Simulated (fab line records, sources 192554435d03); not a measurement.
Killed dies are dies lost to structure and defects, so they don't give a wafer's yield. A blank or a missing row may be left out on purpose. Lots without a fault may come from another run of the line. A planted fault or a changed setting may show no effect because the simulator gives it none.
fab line records | flow n5_finfet
record lots=6 wafers=18 last_day=18
route steps=1938 shown HKMG_FIN@455 GATE_CUT@465 PASSIVATION@1936
lots that met no fault: from a run of the same line without faults
start_h: hours from the record's first day to the start of the lot's first wafer shown | wait_h: hours since the lot's step before | " the same as in the row above | L1.1+2: a row that stands for several wafers | - no value, or no start given | * or withheld: withheld | < > ~ a bound
route shown NAME@n: a module of which the file shows steps, and the number in the route of the first | usual: mean/standard deviation of fault-free wafers | same: alike in all rows | chamber/n: place in a boat | sites: the reading at each site | _std_site: their standard deviation | _edge_site: outer sites' mean less inner sites' | radius_mm: how far each site lies from the wafer's centre | mask NAME#n: copy n | behind: the tool/chamber that last shaped the wafer | hold: why the lot was held/for how many hours/how that ended | device: the transistor (n, p or np) that didn't switch | end of line: the same wafers' tests at the end of the route | a step without rows: its recipe alone | killed: dies lost to structure and defects at the first sort, not the wafer's yield | map: a wafer's dies, x killed, . not, _ none there
set.NAME: the setting as run; set.NAME@STEP: as run at that earlier step | model.NAME: the simulator's own value behind a step, which no gauge read
lots at some steps of the route; a table a step, a row a wafer
services: from which hour (start_h, from the record's first day; less than 0 if before it) a tool's chamber was out of use, for how many hours, and why
## steps
# step N5_HKMG_FIN_STRIP_69
# recipe chemistry=N2/H2 power_w=2500 temp_c=300 h2_frac=0.65 time_s=360 pressure_mtorr=withheld n2_flow_sccm=1750 h2_flow_sccm=3250
# usual drypump_motor_current_A=5.6/0.54 heater_power_w=471/15
# columns lot.wafer tool chamber start_h wait_h drypump_motor_current_A heater_power_w rf_hours_counter_h
L661.1 plasma_asher-02 0 82.20 0.1 6.2 461 39
L661.2 " 1 " " 5.8 492 39
L661.5 " 1 " " 5.8 487 -
L665.4 plasma_asher-02 0 109.56 0.2 6.2 463 -
L665.5 " 1 " " 5.8 489 -
L665.6 " 0 " " 6.2 467 -
L675.2 plasma_asher-01 0 174.60 0.1 5.8 493 108
L675.4 " 0 " " 5.7 486 -
L675.6 " 0 " " 5.7 486 -
L676.3 plasma_asher-02 1 176.68 0.2 5.8 486 -
L676.4 " 0 " " 6.2 460 -
L676.5 " 0 " " 6.2 469 -
L681.1 plasma_asher-02 0 207.50 0.1 6.2 462 63
L681.2 " 1 " " 5.8 480 63
L681.3 " 0 " " 6.2 448 -
L682.2 plasma_asher-01 1 212.03 0.1 4.7 465 114
L682.4 " 0 " " 5.7 481 -
L682.6 " 0 " " 5.7 487 -
# step N5_HKMG_FIN_ALD_21
# recipe material=TiN target_thk_a=15 temp_c=400 ald_precursor_family=TiCl4 ald_co_reactant=NH3 pulse_time_s=1 purge_time_s=3 co_reactant_purge_time_s=2 co_reactant_pulse_time_s=2 ald_cycles=68 pressure_torr=3
# step N5_HKMG_FIN_ALD_72
# recipe material=W target_thk_a=20 temp_c=300 pressure_torr=7.5 ald_precursor_family=WF6 ald_co_reactant=B2H6 pulse_time_s=1 purge_time_s=2 co_reactant_purge_time_s=2 co_reactant_pulse_time_s=3 ald_cycles=7
# usual heater_power_w=519/46 precursor_pulse_height_rel=1.002/0.019
# columns lot.wafer tool chamber start_h wait_h heater_power_w precursor_pulse_height_rel
L661.1 cvd_w-02 1 82.94 0.2 532 1.021
L661.2 " 0 " " 545 1.010
L661.5 " 0 " " 530 1.029
L665.4 cvd_w-02 1 110.20 0.2 523 1.013
L665.5 " 1 " " 524 0.992
L665.6 " 0 " " 550 1.005
L675.2 cvd_w-01 1 175.34 0.2 422 0.989
L675.4 " 0 " " 568 1.020
L675.6 " 1 " " 424 0.992
L676.3 cvd_w-02 0 177.32 0.2 548 0.992
L676.4 " 1 " " 536 0.979
L676.5 " 0 " " 530 1.018
L681.1 cvd_w-01 1 208.25 0.2 432 0.995
L681.2 " 0 " " 559 1.032
L681.3 " 1 " " 417 1.022
L682.2 cvd_w-02 0 212.78 0.2 538 1.008
L682.4 " 1 " " 530 0.994
L682.6 " 1 " " 531 0.995
# step N5_HKMG_FIN_W_FILL_22
# recipe material=W target_thk_a=600 temp_c=400 pressure_torr=39.4 time_s=18.2
# usual heater_power_w=926/85 throttle_valve_pct=19.6/1.3
# columns lot.wafer tool chamber start_h wait_h heater_power_w throttle_valve_pct
L661.1 cvd_w-02 1 83.00 0.0 932 19.5
L661.2 " 0 " " 953 21.2
L661.5 " 0 " " 971 21.2
L665.4 cvd_w-02 1 110.25 0.0 954 19.3
L665.5 " 1 " " 942 19.3
L665.6 " 0 " " 974 21.1
L675.2 cvd_w-01 1 175.41 0.0 772 17.7
L675.4 " 0 " " 1020 19.2
L675.6 " 1 " " 750 17.8
L676.3 cvd_w-02 0 177.37 0.0 978 21.4
L676.4 " 1 " " 970 19.8
L676.5 " 0 " " 981 21.3
L681.1 cvd_w-01 1 208.31 0.0 763 17.7
L681.2 " 0 " " 997 19.0
L681.3 " 1 " " 742 17.8
L682.2 cvd_w-02 0 212.84 0.0 982 21.3
L682.4 " 1 " " 938 19.9
L682.6 " 1 " " 958 19.7
# step N5_HKMG_FIN_PRECLEAN_83
# recipe chemistry=DIW time_s=57.5 temp_c=23
# step N5_HKMG_FIN_SRD_84
# recipe dry_time_s=32 dry=n2_spin spin_rpm=1500
# step N5_HKMG_FIN_CMP_23
# recipe stop_on=SiNx t_overpolish_s=10 post_cmp_clean=rinse_only down_force_psi=4 platen_rpm=50.289 pad_velocity_m_s=1.0006 target_thk_nm=46.326
# usual motor_current_A=12.1/1.4 overpolish_run_s=10.000/0.0086 retaining_ring_pressure_frac=1.000/0.0052 time_to_endpoint_s=11.1/2.4
# columns lot.wafer tool chamber start_h wait_h motor_current_A overpolish_run_s retaining_ring_pressure_frac time_to_endpoint_s
L661.1 cmp-03 1 83.11 0.0 14.3 10.008 0.994 11.5
L661.2 " 0 " " 13.9 10.010 0.988 13.1
L661.5 " 1 " " 14.4 9.993 0.995 10.8
L665.4 cmp-02 3 110.51 0.2 12.1 10.002 0.995 9.4
L665.6 " 1 " " 10.5 10.010 0.994 7.8
L665.5 " 2 " " 12.6 10.000 1.000 9.2
L675.2 cmp-04 0 175.70 0.2 10.6 10.007 0.997 9.5
L675.4 " 1 " " 12.0 10.002 1.001 8.0
L675.6 " 3 " " 14.5 9.997 0.999 15.5
L676.3 cmp-04 0 177.47 0.0 10.1 9.995 0.992 10.5
L676.4 " 2 " " 10.2 10.003 1.000 14.3
L676.5 " 1 " " 11.8 10.017 0.991 11.7
L681.2 cmp-02 0 208.42 0.0 12.7 10.002 0.996 12.0
L681.3 " 2 " " 13.2 10.006 1.004 12.7
L681.1 " 3 " " 11.9 10.005 1.008 10.3
L682.2 cmp-02 2 212.95 0.0 13.0 9.993 1.002 12.8
L682.4 " 1 " " 11.0 9.995 0.996 10.0
L682.6 " 2 " " 13.0 9.979 1.003 9.5
# step N5_HKMG_FIN_CMP_94
# recipe stop_on=SiNx post_cmp_clean=w_dilute_nh4oh t_overpolish_s=4.7 down_force_psi=4 platen_rpm=50.289 pad_velocity_m_s=1.0006 target_thk_nm=43.299
# step N5_HKMG_FIN_INSPECT_28
# recipe inspect_instrument=darkfield mode=post_cmp
# usual raw_defect_count=42/18
# columns lot.wafer tool chamber start_h wait_h raw_defect_count
L661.1 defect_inspect-01 - 83.82 0.0 78
L661.2 " - " " 52
L661.5 " - " " 58
L665.4 defect_inspect-02 - 111.07 0.0 44
L665.5 " - " " 34
L665.6 " - " " 65
L675.2 defect_inspect-01 - 176.25 0.0 29
L675.4 " - " " 33
L675.6 " - " " 33
L676.3 defect_inspect-01 - 178.19 0.0 39
L676.4 " - " " 54
L676.5 " - " " 60
L681.1 defect_inspect-01 - 209.13 0.0 52
L681.2 " - " " 46
L681.3 " - " " 28
L682.2 defect_inspect-02 - 213.66 0.0 61
L682.4 " - " " 44
L682.6 " - " " 35
# step N5_GATE_CUT_ETCHBACK_00
# recipe chemistry=SF6/Cl2 target=W pressure_mtorr=8 icp_w=900 bias_w=80 SF6_flow_sccm=40 Cl2_flow_sccm=60
# usual SF6_flow_sccm=39.99/0.11 bias_w=80.02/0.23 chamber_pressure_mTorr=8.001/0.0071 drypump_motor_current_A=5.9/0.42 mfc_cl2_sccm=60.01/0.17 oes_product_au=0.82/0.1 rf_fwd_power_W=894/3.4 throttle_valve_pct=27.58/0.25
# columns lot.wafer tool chamber start_h wait_h SF6_flow_sccm bias_w chamber_pressure_mTorr drypump_motor_current_A mfc_cl2_sccm oes_product_au rf_fwd_power_W rf_hours_counter_h throttle_valve_pct
L661.1 rie_metal-01 1 83.86 0.0 39.91 80.22 7.997 6.3 59.87 0.73 889 59 27.94
L661.2 " 0 " " 40.08 80.48 7.998 5.7 59.79 0.78 893 47 27.34
L661.5 " 1 " " 39.86 80.19 7.998 6.2 59.96 0.72 887 - 27.90
L665.4 rie_metal-02 1 111.14 0.1 40.13 79.99 7.987 6.4 59.91 0.94 892 - 27.58
L665.5 " 1 " " 40.08 80.27 8.010 6.4 59.92 0.94 897 - 27.57
L665.6 " 0 " " 39.84 80.01 7.996 5.1 60.07 0.92 892 - 27.67
L675.2 rie_metal-01 1 176.29 0.0 40.03 79.64 8.015 6.3 60.07 0.70 893 67 27.94
L675.4 " 1 " " 39.89 79.85 8.005 6.2 60.16 0.70 894 - 27.94
L675.6 " 1 " " 39.99 80.26 8.010 6.2 60.13 0.70 894 - 27.94
L676.3 rie_metal-01 1 178.26 0.1 39.77 80.09 8.007 6.2 59.82 0.70 891 - 27.93
L676.4 " 0 " " 39.84 80.31 8.005 5.7 59.60 0.76 893 - 27.34
L676.5 " 1 " " 39.96 79.96 7.993 6.2 59.93 0.71 894 - 27.94
L681.1 rie_metal-02 0 209.16 0.0 40.01 79.88 7.995 5.0 60.20 0.87 896 13 27.69
L681.2 " 1 " " 39.81 80.18 8.004 6.4 60.11 0.89 893 14 27.59
L681.3 " 1 " " 39.96 79.80 8.004 6.4 60.07 0.90 895 - 27.60
L682.2 rie_metal-02 0 213.69 0.0 40.15 79.89 8.000 5.1 59.95 0.85 896 13 27.68
L682.4 " 0 " " 40.05 80.17 7.999 5.1 60.03 0.86 892 - 27.70
L682.6 " 1 " " 39.91 79.96 8.001 6.4 59.88 0.89 894 - 27.60
# step N5_GATE_CUT_ETCH_56
# recipe chemistry=Cl2/Ar target=TiN target_depth_a=216 pressure_mtorr=10 icp_w=600 bias_w=60 Cl2_flow_sccm=40 Ar_flow_sccm=60
# step N5_GATE_CUT_ETCHBACK_30
# recipe chemistry=Cl2/Ar target=TiN target_depth_a=30 mode=isotropic pressure_mtorr=10 icp_w=600 bias_w=60 Cl2_flow_sccm=40 Ar_flow_sccm=60
# usual bias_w=60.00/0.17 chamber_pressure_mTorr=9.999/0.0088 drypump_motor_current_A=5.9/0.42 mfc_cl2_sccm=39.99/0.12 oes_product_au=0.82/0.1 rf_fwd_power_W=586.8/2.8 throttle_valve_pct=20.91/0.27
# columns lot.wafer tool chamber start_h wait_h bias_w chamber_pressure_mTorr drypump_motor_current_A mfc_cl2_sccm oes_product_au rf_fwd_power_W rf_hours_counter_h throttle_valve_pct
L661.1 rie_metal-01 1 84.07 0.1 59.97 10.022 6.2 40.15 0.73 583.6 59 21.29
L661.2 " 0 " " 60.09 9.993 5.7 40.00 0.78 585.5 47 20.66
L661.5 " 1 " " 60.02 10.007 6.2 39.83 0.73 587.1 - 21.31
L665.4 rie_metal-02 1 111.32 0.0 60.01 9.993 6.4 40.24 0.95 585.7 - 20.85
L665.5 " 1 " " 60.03 9.999 6.4 39.98 0.95 587.7 - 20.87
L665.6 " 0 " " 60.36 9.988 5.1 39.98 0.92 587.4 - 20.95
L675.2 rie_metal-01 1 176.50 0.1 - - - - - - - -
L675.4 " 1 " " - - - - - - - -
L675.6 " 1 " " - - - - - - - -
L676.3 rie_metal-01 1 178.44 0.0 - - - - - - - -
L676.4 " 0 " " - - - - - - - -
L676.5 " 1 " " - - - - - - - -
L681.1 rie_metal-02 0 209.37 0.1 60.00 10.009 5.0 39.92 0.88 590.2 13 20.99
L681.2 " 1 " " 60.09 9.995 6.4 39.90 0.89 587.8 14 20.89
L681.3 " 1 " " 59.95 10.004 6.4 39.74 0.90 586.7 - 20.90
L682.2 rie_metal-02 0 213.90 0.1 60.04 10.001 5.1 39.86 0.86 591.1 14 21.02
L682.4 " 0 " " 60.02 10.006 5.0 40.16 0.86 592.7 - 20.99
L682.6 " 1 " " 60.05 9.998 6.4 39.96 0.89 583.3 - 20.88
# step N5_GATE_CUT_VAPOR_ETCH_60
# recipe chemistry=BCl3/Cl2 target=HfO2 mode=isotropic
# step N5_PASSIVATION_PROBE_49
# usual killed_at_M0_to_M3=35/11 killed_at_M4_up=14/5.4 killed_at_contacts=13/6 killed_at_front_end=38/11 killed_at_other=3.4/2.6 killed_dies=104/19 killed_open=68/13 killed_short=34/8.5
# same gross_dies=1180 killed_at_back_side=0
# columns lot.wafer tool chamber start_h wait_h killed_at_M0_to_M3 killed_at_M4_up killed_at_contacts killed_at_front_end killed_at_other killed_dies killed_open killed_short
L661.1 prober-02 - 320.27 0.2 41 12 2 26 3 84 52 32
L661.2 prober-02 - 320.32 0.2 41 13 14 27 2 97 62 29
L661.5 prober-02 - 320.47 0.4 39 12 3 14 1 69 46 23
L681.1 prober-01 - 422.17 0.4 17 16 10 28 4 75 47 27
L681.2 prober-01 - 422.22 0.5 28 24 10 43 2 107 64 43
L681.3 prober-01 - 422.27 0.5 27 18 8 29 6 88 62 24
# killed by level:class
L661.1 BEOL_M3:geometric_particle:open=13 BEOL_M0_SAQP:geometric_particle:open=8 BEOL_M0_SAQP:geometric_particle:short=7 BEOL_M1:geometric_particle:open=7 STARTING-WAFER:geometric_particle:short=7 FIN_SAQP:geometric_particle:short=4 BEOL_M4:geometric_particle:open=4 GATE_CUT:geometric_particle:short=3
L661.2 MOL_CONTACT_COAG:geometric_particle:open=12 BEOL_M0_SAQP:geometric_particle:short=12 BEOL_M1:geometric_particle:open=11 BEOL_M0_SAQP:geometric_particle:open=6 BEOL_M4:geometric_particle:open=6 HKMG_FIN:area_etch=6 BEOL_M3:geometric_particle:open=5 STARTING-WAFER:geometric_particle:short=5
L661.5 BEOL_M1:geometric_particle:open=8 BEOL_M0_SAQP:geometric_particle:open=6 BEOL_M0_SAQP:geometric_particle:short=6 BEOL_M3:geometric_particle:open=6 BEOL_M4:geometric_particle:open=6 BEOL_M0:geometric_particle:short=4 BEOL_M1:geometric_particle:short=4 FIN_SAQP:geometric_particle:open=3
L681.1 MOL_CONTACT_COAG:geometric_particle:open=7 BEOL_M2:geometric_particle:open=6 ILD0:geometric_particle:open=5 GATE_CUT:geometric_particle:open=5 ILD0:geometric_particle:short=4 GATE_CUT:geometric_particle:short=4 MOL_CONTACT_COAG:geometric_particle:short=3 BEOL_M0_SAQP:geometric_particle:open=3
L681.2 BEOL_M4:geometric_particle:open=13 BEOL_M0_SAQP:geometric_particle:open=12 FIN_SAQP:geometric_particle:short=11 BEOL_M0_SAQP:geometric_particle:short=10 FIN_SAQP:geometric_particle:open=9 STI_FIN_REVEAL:geometric_particle:open=9 MOL_CONTACT_COAG:geometric_particle:open=8 ILD0:geometric_particle:short=4
L681.3 STI_FIN_REVEAL:geometric_particle:open=10 BEOL_M0_SAQP:geometric_particle:open=9 BEOL_M0_SAQP:geometric_particle:short=9 MOL_CONTACT_COAG:geometric_particle:open=8 FIN_SAQP:geometric_particle:open=6 FIN_SAQP:geometric_particle:short=5 BEOL_M2:geometric_particle:open=5 BEOL_M4:geometric_particle:open=5
## services
# columns tool chamber start_h hours kind
cmp-03 - 84.56 3.3 repair
cvd_w-01 - 98.56 6.9 pm
cmp-03 - 112.80 4.6 pm
cmp-04 - 116.23 0.2 repair
cmp-04 - 121.85 0.5 repair
cmp-02 - 131.24 4.0 pm
cvd_w-02 - 138.21 2.8 pm
cmp-03 - 153.58 2.2 repair
cmp-02 - 156.04 6.4 pm
cvd_w-01 - 159.65 2.8 pm
cmp-03 - 160.66 1.4 repair
cmp-02 - 183.32 16.4 pm
plasma_asher-02 - 184.19 3.2 repair
cmp-04 - 185.89 8.7 pm
cvd_w-02 1 190.69 2.5 repair
cmp-02 - 200.38 0.2 repair
cvd_w-02 - 206.28 3.1 repair
## key
first_sign step=N5_GATE_CUT_ETCHBACK_30 reading=tool_record direction=missing
effect none on later readings
met_at N5_GATE_CUT_ETCHBACK_30
struck_wafers L675.2,L675.4,L675.6,L676.3,L676.4,L676.5
tester_left_out L675,L676
onset_between 84.07 176.50
fault kind=skipped_step_whole tool=rie_metal-01 chamber=- onset_h=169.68 steps=N5_GATE_CUT_ETCHBACK_30 scope=struck_lots_only
# tester_left_out: of these lots the tester's yield and bins aren't shown, on N5 and GAA mostly nor the transistor test; their killed dies are dies lost to structure and defects alone, not to doping, threshold or leakage, so they don't give the yield
